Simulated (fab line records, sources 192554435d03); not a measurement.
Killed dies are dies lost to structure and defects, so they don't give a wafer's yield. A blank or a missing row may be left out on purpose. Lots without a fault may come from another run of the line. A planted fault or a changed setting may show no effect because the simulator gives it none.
Which tool did it? | flow n5_finfet | 14 lots, 40 wafers sampled, at 3 steps of a route of 1938

WHAT THE GAUGES READ, wafer by wafer
N5_BEOL_M13_OVL_MEAS_11.
lot  | measured     | on         | V12_OVL (nm)
L869 | day 11 12:22 | overlay-01 | 0 -5 -3
L870 | day 11 15:25 | overlay-01 | 0 -3 3
L871 | day 12 03:10 | overlay-02 | 6 -1 -9
L874 | day 12 20:26 | overlay-01 | - - -
L878 | day 12 21:10 | overlay-01 | - - -
L884 | day 15 03:31 | overlay-02 | 3 -7 -9
L887 | day 15 08:31 | overlay-01 | -2 -4 0
L885 | day 15 09:57 | overlay-01 | 0 2 -2
L886 | day 15 12:45 | overlay-01 | 3 1
L889 | day 15 18:58 | overlay-02 | -4 -12 -16
L888 | day 16 00:25 | overlay-01 | 1 -1 -5
L890 | day 17 00:56 | overlay-01 | 10 -7 0
L892 | day 17 08:01 | overlay-02 | -2 1 4
L891 | day 18 05:54 | overlay-01 | -7 -4

WHICH TOOL RAN EACH LOT (tool, then ch and the chambers of the sampled wafers, then the start)
lot  | N5_BEOL_M12_DEGAS_41         | N5_BEOL_M13_DEVELOP_09
L869 | pvd_sputter-01, day 11 09:33 | litho_track-01 ch 0, day 11 12:13
L870 | pvd_sputter-01, day 11 13:35 | litho_track-01 ch 0, day 11 15:17
L871 | pvd_sputter-01, day 12 01:11 | litho_track-01 ch 0, day 12 03:01
L874 | pvd_sputter-01, day 12 18:23 | litho_track-01, day 12 20:17
L878 | pvd_sputter-01, day 12 18:42 | litho_track-05, day 12 21:01
L884 | pvd_sputter-02, day 15 01:41 | litho_track-05 ch 0, day 15 03:22
L887 | pvd_sputter-01, day 15 06:38 | litho_track-03 ch 0, day 15 08:23
L885 | pvd_sputter-03, day 15 08:07 | litho_track-05 ch 0, day 15 09:49
L886 | pvd_sputter-03, day 15 10:55 | litho_track-03 ch 0, day 15 12:37
L889 | pvd_sputter-03, day 15 17:04 | litho_track-01 ch 0, day 15 18:49
L888 | pvd_sputter-02, day 15 22:08 | litho_track-03 ch 0, day 16 00:16
L890 | pvd_sputter-01, day 16 23:05 | litho_track-01 ch 0, day 17 00:48
L892 | pvd_sputter-02, day 17 06:04 | litho_track-05 ch 0, day 17 07:53
L891 | pvd_sputter-03, day 18 04:01 | litho_track-05 ch 0, day 18 05:46
- N5_BEOL_M12_DEGAS_41: time 60 s.
- N5_BEOL_M13_DEVELOP_09: develop time 45 s.

WHAT THE TOOLS THEMSELVES READ (means of the sampled wafers that have a number; where no wafer has one, the mark that the record gives instead)
N5_BEOL_M12_DEGAS_41.
lot  | tool           | heater_power_w (W)
L869 | pvd_sputter-01 | 358
L870 | pvd_sputter-01 | 386
L871 | pvd_sputter-01 | 423
L874 | pvd_sputter-01 | 417
L878 | pvd_sputter-01 | 362
L884 | pvd_sputter-02 | 338
L887 | pvd_sputter-01 | 330
L885 | pvd_sputter-03 | 315
L886 | pvd_sputter-03 | 312
L889 | pvd_sputter-03 | 317
L888 | pvd_sputter-02 | 325
L890 | pvd_sputter-01 | 383
L892 | pvd_sputter-02 | 308
L891 | pvd_sputter-03 | 339

N5_BEOL_M13_DEVELOP_09.
lot  | tool           | chill_plate_temp_C (C)
L869 | litho_track-01 | 22.88
L870 | litho_track-01 | 22.90
L871 | litho_track-01 | 22.98
L874 | litho_track-01 | -
L878 | litho_track-05 | -
L884 | litho_track-05 | 23.21
L887 | litho_track-03 | 23.03
L885 | litho_track-05 | 22.99
L886 | litho_track-03 | 23.01
L889 | litho_track-01 | 22.97
L888 | litho_track-03 | 23.04
L890 | litho_track-01 | 22.94
L892 | litho_track-05 | 23.16
L891 | litho_track-05 | 23.07

THE ANSWER, worked out from the rows above alone
Rule: what is usual is taken from the lots themselves. Put in order of their means at a reading, lots are off if they are a third of the lots or fewer, leave a main group of 4 or more, and stand apart from it by a gap of 3 or more times the standard deviation of the main group's means; of several such gaps the widest counts. A main group whose means are all the same, to the digits that the tables above print for the reading, isn't used. A lot without any number at a reading at which 4 lots or more have one is off too. The other lots that the step has rows for count as sound. The gauges are gone through in route order, then the tools' own readings, and for those a lot's mean is taken as printed above. The first step at which some lot is off is used, and at that step the reading that is off furthest; a lot without a number counts as furthest.
Off: L874, L878, at N5_BEOL_M13_OVL_MEAS_11 (V12_OVL). Without a number there: L874, L878. The main group: mean -2 nm, standard deviation 3.4.
A tool fits if, at a process step before that reading, it ran every lot that is off, and no sound lot after the first of them. The gauges at N5_BEOL_M13_OVL_MEAS_11 aren't tried: what is off there is off at N5_BEOL_M13_DEVELOP_09 too, on other tools, and a gauge's error can't cause that. None of those tried fits.

WHAT THE SIMULATOR HAD PUT IN
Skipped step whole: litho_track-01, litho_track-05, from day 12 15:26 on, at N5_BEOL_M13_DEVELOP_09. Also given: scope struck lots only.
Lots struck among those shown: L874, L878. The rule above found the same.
